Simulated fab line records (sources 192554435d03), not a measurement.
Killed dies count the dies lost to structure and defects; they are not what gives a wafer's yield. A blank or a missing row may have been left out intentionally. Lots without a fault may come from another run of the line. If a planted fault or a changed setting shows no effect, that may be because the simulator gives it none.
Which tool was responsible? | flow n5 finfet | Sampling: 13 lots, 39 wafers, 4 of 1938 route steps

WHAT THE GAUGES READ, wafer by wafer
N5_BEOL_M10_INSPECT_58: inspects for defects (darkfield). Usual: raw defect count reads 76 (standard deviation 25).
lot  | measured     | on                | raw defect count | flag
L406 | day 10 19:58 | defect inspect-02 | 67 46 42         |
L408 | day 11 03:55 | defect inspect-02 | 62 80 66         |
L409 | day 11 11:03 | defect inspect-02 | 55 62 39         |
L410 | day 11 20:25 | defect inspect-02 | 81 90 110        |
L412 | day 12 03:54 | defect inspect-02 | 57 74 45         |
L415 | day 12 16:50 | defect inspect-01 | 50 72 62         |
L414 | day 13 00:29 | defect inspect-01 | 65 97 88         |
L416 | day 13 10:25 | defect inspect-01 | 73 63 49         |
L417 | day 13 18:01 | defect inspect-02 | 52 82 89         |
L422 | day 14 11:23 | defect inspect-02 | 83 96 64         |
L426 | day 15 05:53 | defect inspect-02 | 40 82 83         |
L425 | day 15 07:29 | defect inspect-02 | 70 127 113       |
L427 | day 16 03:04 | defect inspect-01 | 108 152 73       |

N5_BEOL_M11_CD_MEAS_11: target cd 64.1 nm. Usual: cd nm reads 64.0 nm (standard deviation 0.46).
lot  | measured     | on        | cd nm (nm)     | flag
L406 | day 10 21:11 | cd sem-03 | 63.4 64.1 63.3 |
L408 | day 11 05:22 | cd sem-03 | 64.2 63.4 63.5 |
L409 | day 11 13:52 | cd sem-01 | 64.4 62.9 64.3 |
L410 | day 11 23:04 | cd sem-01 | 63.7 63.6 64.0 |
L412 | day 12 06:11 | cd sem-01 | 63.9 64.7 64.1 |
L415 | day 12 20:09 | cd sem-02 | 64.3 64.0 64.3 |
L414 | day 13 02:37 | cd sem-03 | 64.1 64.9 63.9 |
L416 | day 13 14:43 | cd sem-02 | 63.9 64.3 64.6 |
L417 | day 13 19:21 | cd sem-03 | 63.7 63.9 64.6 |
L422 | day 14 14:01 | cd sem-03 | 65.6 64.8 64.6 |
L426 | day 15 07:08 | cd sem-03 | 63.5 64.0 63.4 |
L425 | day 15 10:41 | cd sem-02 | 64.6 64.6 65.4 |
L427 | day 16 06:22 | cd sem-03 | 63.8 64.0 63.9 |

WHAT TOOL EACH LOT RAN ON (gives the tool, then ch and the chambers of the sampled wafers, and finally the start)
lot  | N5_BEOL_M10_ANNEAL_51            | N5_BEOL_M11_COAT_05
L406 | rtp anneal-01 ch 0, day 10 19:15 | litho track-05 ch 0, day 10 20:49
L408 | rtp anneal-02 ch 0, day 11 03:13 | litho track-02 ch 0, day 11 04:59
L409 | rtp anneal-02 ch 0, day 11 10:23 | litho track-02 ch 0, day 11 13:29
L410 | rtp anneal-02 ch 0, day 11 19:29 | litho track-02 ch 0, day 11 22:42
L412 | rtp anneal-01 ch 0, day 12 03:09 | litho track-05 ch 0, day 12 05:49
L415 | rtp anneal-02 ch 0, day 12 16:10 | litho track-05 ch 0, day 12 19:47
L414 | rtp anneal-01 ch 0, day 12 23:47 | litho track-05 ch 0, day 13 02:14
L416 | rtp anneal-01 ch 0, day 13 09:40 | litho track-01 ch 0, day 13 14:28
L417 | rtp anneal-02 ch 0, day 13 17:19 | litho track-05 ch 0, day 13 18:59
L422 | rtp anneal-01 ch 0, day 14 10:38 | litho track-01 ch 0, day 14 13:46
L426 | rtp anneal-01 ch 0, day 15 05:08 | litho track-02 ch 0, day 15 06:54
L425 | rtp anneal-02 ch 0, day 15 06:44 | litho track-01 ch 0, day 15 10:28
L427 | rtp anneal-02 ch 0, day 16 02:13 | litho track-02 ch 0, day 16 06:00
- N5_BEOL_M10_ANNEAL_51: time 90 s.
- N5_BEOL_M11_COAT_05: resist thk 90 nm.

WHAT THE TOOLS THEMSELVES READ (means of the sampled wafers that have a number; where no wafer has one, the mark that the record gives instead)
N5_BEOL_M10_ANNEAL_51. Usual: wafer_temp_C_max reads 225.70 (standard deviation 0.28).
lot  | tool          | wafer_temp_C_max | flag
L406 | rtp anneal-01 | 225.76           |
L408 | rtp anneal-02 | 225.95           |
L409 | rtp anneal-02 | 225.80           |
L410 | rtp anneal-02 | 225.86           |
L412 | rtp anneal-01 | 225.58           |
L415 | rtp anneal-02 | 225.97           |
L414 | rtp anneal-01 | 225.65           |
L416 | rtp anneal-01 | 225.53           |
L417 | rtp anneal-02 | 226.00           |
L422 | rtp anneal-01 | 225.70           |
L426 | rtp anneal-01 | 225.27           |
L425 | rtp anneal-02 | 226.00           |
L427 | rtp anneal-02 | 226.00           |

N5_BEOL_M11_COAT_05. Usual: spin speed rpm reads 1500.1 rpm (standard deviation 0.77).
lot  | tool           | spin speed rpm (rpm) | flag
L406 | litho track-05 | 1500.0               |
L408 | litho track-02 | 1499.8               |
L409 | litho track-02 | 1500.0               |
L410 | litho track-02 | 1500.7               |
L412 | litho track-05 | 1500.5               |
L415 | litho track-05 | 1500.9               |
L414 | litho track-05 | 1499.9               |
L416 | litho track-01 | 1499.6               |
L417 | litho track-05 | 1499.7               |
L422 | litho track-01 | 2058.5               | OFF
L426 | litho track-02 | 1501.1               |
L425 | litho track-01 | 2058.7               | OFF
L427 | litho track-02 | 1499.8               |

THE ANSWER, worked out from the rows above alone
Rule: a lot counts as off when the mean over its wafers that have a number is more than 3 standard deviations away from the usual mean. Also off: a lot with no number at a reading for which 4 or more lots have one. The other lots that the step has rows for count as sound. First the gauges in route order, then the tools' own readings, where a lot's mean is used as printed above. The first step at which some lot is off is used, and at that step the reading that is off furthest; a lot without a number counts as furthest.
Off: L422, L425, at N5_BEOL_M11_COAT_05 (spin speed rpm).
A tool fits if, at that step or a process step before it, it ran every lot that is off, and no sound lot after the first of them. One fits: N5_BEOL_M11_COAT_05 on litho track-01. Its last sound lot is L416 (day 13 14:28), its first lot that is off L422 (day 14 13:46): a fault that began between those two fits.
On the lots that are off, the tool's own readings at N5_BEOL_M11_COAT_05 differ by more than 5 times the standard deviation of the sound lots' means, which bears it out; spin speed rpm reads 2058.6 rpm there versus 1500.2 rpm on the sound lots.

WHAT WAS PUT IN BY THE SIMULATOR
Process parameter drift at N5_BEOL_M11_COAT_05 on litho track-01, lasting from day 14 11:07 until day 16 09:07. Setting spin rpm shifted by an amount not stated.
Shown lots that were struck: L422, L425. The rule given above showed the same thing.
